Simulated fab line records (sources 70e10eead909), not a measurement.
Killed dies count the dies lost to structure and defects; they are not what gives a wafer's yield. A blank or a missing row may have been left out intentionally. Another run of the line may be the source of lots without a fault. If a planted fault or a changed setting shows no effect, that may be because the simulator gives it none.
What tool caused it? / flow nand_harc / 13 lots, 39 wafers sampled, at 6 steps of a route of 1302

WHAT EACH GAUGE READ, for each wafer
NHARC_A_CHANNEL_FILL_D1_INSPECT_13.
lot=L741; measured=day 11 02:13; on=defect_inspect-01; raw_defect_count=222 194 229
lot=L742; measured=day 11 17:20; on=defect_inspect-02; raw_defect_count=223 223 311
lot=L743; measured=day 12 03:47; on=defect_inspect-02; raw_defect_count=316 291 366
lot=L744; measured=day 12 12:29; on=defect_inspect-02; raw_defect_count=330 250 176
lot=L745; measured=day 13 13:47; on=defect_inspect-01; raw_defect_count=305 332 388
lot=L747; measured=day 14 04:58; on=defect_inspect-02; raw_defect_count=201 472 208
lot=L748; measured=day 14 11:25; on=defect_inspect-02; raw_defect_count=234 277 410
lot=L750; measured=day 15 12:00; on=defect_inspect-02; raw_defect_count=217 296 399
lot=L752; measured=day 15 20:37; on=defect_inspect-01; raw_defect_count=324 592 356
lot=L755; measured=day 17 05:30; on=defect_inspect-02; raw_defect_count=272 245 202
lot=L760; measured=day 19 15:31; on=defect_inspect-01; raw_defect_count=161 234 155
lot=L761; measured=day 19 22:55; on=defect_inspect-01; raw_defect_count=204 257 204
lot=L763; measured=day 20 08:47; on=defect_inspect-02; raw_defect_count=356 401 309

NHARC_A_DECK1_JOINT_THK_MEAS_17: measures by ellipsometry.
lot=L741; measured=day 12 13:53; on=film_metro-01; thk_nm (nm)=45.7 43.7 43.9
lot=L742; measured=day 13 09:01; on=film_metro-02; thk_nm (nm)=43.9 45.8 44.7
lot=L743; measured=day 13 14:47; on=film_metro-02; thk_nm (nm)=43.2 44.2 45.7
lot=L744; measured=day 14 02:15; on=film_metro-02; thk_nm (nm)=46.3 48.1 44.9
lot=L745; measured=day 15 04:21; on=film_metro-01; thk_nm (nm)=43.6 43.5 46.7
lot=L747; measured=day 15 15:52; on=film_metro-01; thk_nm (nm)=45.4 45.3 46.2
lot=L748; measured=day 15 23:34; on=film_metro-01; thk_nm (nm)=44.1 44.1 45.3
lot=L750; measured=day 16 21:17; on=film_metro-01; thk_nm (nm)=30.1 29.6 28.4 30.0 28.2 28.4
lot=L752; measured=day 17 11:30; on=film_metro-01; thk_nm (nm)=28.6 28.4 27.2 28.9 28.9 31.0
lot=L755; measured=day 18 15:11; on=film_metro-01; thk_nm (nm)=44.1 44.8 46.3
lot=L760; measured=day 21 00:17; on=film_metro-02; thk_nm (nm)=42.9 45.6 44.2
lot=L761; measured=day 21 07:38; on=film_metro-02; thk_nm (nm)=42.5 45.7 45.3
lot=L763; measured=day 21 17:56; on=film_metro-02; thk_nm (nm)=43.7 45.6 45.6

NHARC_END_SORT_01.
lot=L744; measured=day 26 10:02; on=prober-01; killed_at_array=41 44 64; killed_at_other=1 1 1; killed_at_periphery=5 9 7; killed_dies=47 54 72; killed_open=2 7 4; killed_short=1 3 0
lot=L750; measured=day 28 20:07; on=prober-01; killed_at_array=47 59 51; killed_at_other=2 3 1; killed_at_periphery=2 1 1; killed_dies=51 63 53; killed_open=0 3 4; killed_short=2 2 1
lot=L752; measured=day 29 18:41; on=prober-01; killed_at_array=28 36 36; killed_at_other=1 2 0; killed_at_periphery=8 4 8; killed_dies=37 42 44; killed_open=3 6 2; killed_short=1 3 0

TOOL THAT RAN EACH LOT (tool first, then ch and the chambers of the sampled wafers, then the start)
lot=L741; NHARC_A_CHANNEL_FILL_D1_ALD_15=ald_sin_batch-02 ch 0, day 11 01:49 or earlier; NHARC_A_CHANNEL_FILL_D1_CMP_10=cmp-03 ch 0,3, day 11 01:49; NHARC_A_DECK1_JOINT_DEP_16=pecvd-02 ch 0,1,2, day 12 13:36
lot=L742; NHARC_A_CHANNEL_FILL_D1_ALD_15=ald_sin_batch-02 ch 0, day 11 16:56 or earlier; NHARC_A_CHANNEL_FILL_D1_CMP_10=cmp-01 ch 1,3, day 11 16:56; NHARC_A_DECK1_JOINT_DEP_16=pecvd-03 ch 0,1,2, day 13 08:44
lot=L743; NHARC_A_CHANNEL_FILL_D1_ALD_15=ald_sin_batch-02 ch 0, day 12 03:22 or earlier; NHARC_A_CHANNEL_FILL_D1_CMP_10=cmp-03 ch 0,1, day 12 03:22; NHARC_A_DECK1_JOINT_DEP_16=pecvd-04 ch 1,2, day 13 14:31
lot=L744; NHARC_A_CHANNEL_FILL_D1_ALD_15=ald_sin_batch-01 ch 0, day 12 12:06 or earlier; NHARC_A_CHANNEL_FILL_D1_CMP_10=cmp-04 ch 2,3, day 12 12:06; NHARC_A_DECK1_JOINT_DEP_16=pecvd-03 ch 0,1,2, day 14 02:02
lot=L745; NHARC_A_CHANNEL_FILL_D1_ALD_15=ald_sin_batch-02 ch 0, day 13 13:22 or earlier; NHARC_A_CHANNEL_FILL_D1_CMP_10=cmp-03 ch 0,3, day 13 13:22; NHARC_A_DECK1_JOINT_DEP_16=pecvd-04 ch 0,2, day 15 04:05
lot=L747; NHARC_A_CHANNEL_FILL_D1_ALD_15=ald_sin_batch-03 ch 0, day 14 04:35 or earlier; NHARC_A_CHANNEL_FILL_D1_CMP_10=cmp-04 ch 2,3, day 14 04:35; NHARC_A_DECK1_JOINT_DEP_16=pecvd-03 ch 1,2, day 15 15:34
lot=L748; NHARC_A_CHANNEL_FILL_D1_ALD_15=ald_sin_batch-03 ch 0, day 14 10:59 or earlier; NHARC_A_CHANNEL_FILL_D1_CMP_10=cmp-03 ch 1,2,3, day 14 10:59; NHARC_A_DECK1_JOINT_DEP_16=pecvd-03 ch 0,1, day 15 23:19
lot=L750; NHARC_A_CHANNEL_FILL_D1_ALD_15=ald_sin_batch-01 ch 0, day 15 11:35 or earlier; NHARC_A_CHANNEL_FILL_D1_CMP_10=cmp-03 ch 1,2,3, day 15 11:35; NHARC_A_DECK1_JOINT_DEP_16=pecvd-03 ch 1,2, day 16 21:02
lot=L752; NHARC_A_CHANNEL_FILL_D1_ALD_15=ald_sin_batch-01 ch 0, day 15 20:12 or earlier; NHARC_A_CHANNEL_FILL_D1_CMP_10=cmp-01 ch 0,1, day 15 20:12; NHARC_A_DECK1_JOINT_DEP_16=pecvd-03 ch 0,2, day 17 11:13
lot=L755; NHARC_A_CHANNEL_FILL_D1_ALD_15=ald_sin_batch-02 ch 0, day 17 05:07 or earlier; NHARC_A_CHANNEL_FILL_D1_CMP_10=cmp-03 ch 0,1, day 17 05:07; NHARC_A_DECK1_JOINT_DEP_16=pecvd-02 ch 0,2, day 18 14:56
lot=L760; NHARC_A_CHANNEL_FILL_D1_ALD_15=ald_sin_batch-01 ch 0, day 19 15:07 or earlier; NHARC_A_CHANNEL_FILL_D1_CMP_10=cmp-04 ch 1,2,3, day 19 15:07; NHARC_A_DECK1_JOINT_DEP_16=pecvd-02 ch 0,1,2, day 21 00:02
lot=L761; NHARC_A_CHANNEL_FILL_D1_ALD_15=ald_sin_batch-01 ch 0, day 19 22:30 or earlier; NHARC_A_CHANNEL_FILL_D1_CMP_10=cmp-03 ch 1,2,3, day 19 22:30; NHARC_A_DECK1_JOINT_DEP_16=pecvd-04 ch 0,2, day 21 07:22
lot=L763; NHARC_A_CHANNEL_FILL_D1_ALD_15=ald_sin_batch-03 ch 0, day 20 08:23 or earlier; NHARC_A_CHANNEL_FILL_D1_CMP_10=cmp-03 ch 0,1,3, day 20 08:23; NHARC_A_DECK1_JOINT_DEP_16=pecvd-03 ch 0,1,2, day 21 17:39
- NHARC_A_CHANNEL_FILL_D1_ALD_15: deposits SiNx, target thk 2 nm, pulse time 60 s, ald cycles 19.
- NHARC_A_CHANNEL_FILL_D1_CMP_10: polishes, target thk 150 nm.
- NHARC_A_DECK1_JOINT_DEP_16: deposits SiO2, target thk 45 nm.

WHAT THE TOOLS THEMSELVES READ (means of the sampled wafers that have a number; where no wafer has one, the mark that the record gives instead)
NHARC_A_CHANNEL_FILL_D1_ALD_15.
lot=L741 tool=ald_sin_batch-02 precursor_pulse_height_rel=1.016
lot=L742 tool=ald_sin_batch-02 precursor_pulse_height_rel=1.004
lot=L743 tool=ald_sin_batch-02 precursor_pulse_height_rel=1.026
lot=L744 tool=ald_sin_batch-01 precursor_pulse_height_rel=1.022
lot=L745 tool=ald_sin_batch-02 precursor_pulse_height_rel=0.997
lot=L747 tool=ald_sin_batch-03 precursor_pulse_height_rel=1.007
lot=L748 tool=ald_sin_batch-03 precursor_pulse_height_rel=0.992
lot=L750 tool=ald_sin_batch-01 precursor_pulse_height_rel=0.999
lot=L752 tool=ald_sin_batch-01 precursor_pulse_height_rel=0.991
lot=L755 tool=ald_sin_batch-02 precursor_pulse_height_rel=0.984
lot=L760 tool=ald_sin_batch-01 precursor_pulse_height_rel=1.003
lot=L761 tool=ald_sin_batch-01 precursor_pulse_height_rel=0.989
lot=L763 tool=ald_sin_batch-03 precursor_pulse_height_rel=1.000

NHARC_A_CHANNEL_FILL_D1_CMP_10.
lot=L741; tool=cmp-03; motor_current_A (A)=11.7; time_to_endpoint_s (s)=16.6
lot=L742; tool=cmp-01; motor_current_A (A)=10.1; time_to_endpoint_s (s)=13.7
lot=L743; tool=cmp-03; motor_current_A (A)=12.7; time_to_endpoint_s (s)=16.9
lot=L744; tool=cmp-04; motor_current_A (A)=13.1; time_to_endpoint_s (s)=13.9
lot=L745; tool=cmp-03; motor_current_A (A)=11.9; time_to_endpoint_s (s)=17.1
lot=L747; tool=cmp-04; motor_current_A (A)=12.7; time_to_endpoint_s (s)=7.3
lot=L748; tool=cmp-03; motor_current_A (A)=12.2; time_to_endpoint_s (s)=14.0
lot=L750; tool=cmp-03; motor_current_A (A)=11.9; time_to_endpoint_s (s)=13.5
lot=L752; tool=cmp-01; motor_current_A (A)=10.0; time_to_endpoint_s (s)=9.9
lot=L755; tool=cmp-03; motor_current_A (A)=12.5; time_to_endpoint_s (s)=12.7
lot=L760; tool=cmp-04; motor_current_A (A)=11.9; time_to_endpoint_s (s)=13.0
lot=L761; tool=cmp-03; motor_current_A (A)=12.6; time_to_endpoint_s (s)=16.0
lot=L763; tool=cmp-03; motor_current_A (A)=11.9; time_to_endpoint_s (s)=16.5

NHARC_A_DECK1_JOINT_DEP_16.
lot=L741; tool=pecvd-02; heater_power_w (W)=549; throttle_valve_pct (%)=16.0
lot=L742; tool=pecvd-03; heater_power_w (W)=510; throttle_valve_pct (%)=16.2
lot=L743; tool=pecvd-04; heater_power_w (W)=513; throttle_valve_pct (%)=15.9
lot=L744; tool=pecvd-03; heater_power_w (W)=503; throttle_valve_pct (%)=16.4
lot=L745; tool=pecvd-04; heater_power_w (W)=483; throttle_valve_pct (%)=16.1
lot=L747; tool=pecvd-03; heater_power_w (W)=469; throttle_valve_pct (%)=16.6
lot=L748; tool=pecvd-03; heater_power_w (W)=567; throttle_valve_pct (%)=16.8
lot=L750; tool=pecvd-03; heater_power_w (W)=547; throttle_valve_pct (%)=15.9
lot=L752; tool=pecvd-03; heater_power_w (W)=556; throttle_valve_pct (%)=16.2
lot=L755; tool=pecvd-02; heater_power_w (W)=509; throttle_valve_pct (%)=16.0
lot=L760; tool=pecvd-02; heater_power_w (W)=560; throttle_valve_pct (%)=16.0
lot=L761; tool=pecvd-04; heater_power_w (W)=455; throttle_valve_pct (%)=15.8
lot=L763; tool=pecvd-03; heater_power_w (W)=576; throttle_valve_pct (%)=16.4

THE ANSWER, worked out from the rows above alone
Rule: the usual values come from the lots themselves. Put in order of their means at a reading, lots are off if they are a third of the lots or fewer, leave a main group of 4 or more, and stand apart from it by a gap of 3 or more times the standard deviation of the main group's means; of several such gaps the widest counts. Not used: any main group whose means are identical at the precision the tables above print for the reading. A lot without any number at a reading at which 4 lots or more have one is off too. All remaining lots with rows at the step are treated as sound. First the gauges in route order, then the tools' own readings, where a lot's mean is used as printed above. The first step at which some lot is off is used, and at that step the reading that is off furthest; a lot without a number counts as furthest.
Off: L750, L752, at NHARC_A_DECK1_JOINT_THK_MEAS_17 (thk_nm). The main group has a mean of 44.9 nm with a standard deviation of 0.62.
If a tool, at a process step before that reading, ran all the lots that are off and no sound lot after the first of them, it fits. Those tools and the gauges at NHARC_A_DECK1_JOINT_THK_MEAS_17 are tried in the same way. NHARC_A_CHANNEL_FILL_D1_ALD_15 gives no start for some lots, so the hours and the order of its lots are those of NHARC_A_CHANNEL_FILL_D1_CMP_10. None of those tried fits.

WHAT THE SIMULATOR PUT IN
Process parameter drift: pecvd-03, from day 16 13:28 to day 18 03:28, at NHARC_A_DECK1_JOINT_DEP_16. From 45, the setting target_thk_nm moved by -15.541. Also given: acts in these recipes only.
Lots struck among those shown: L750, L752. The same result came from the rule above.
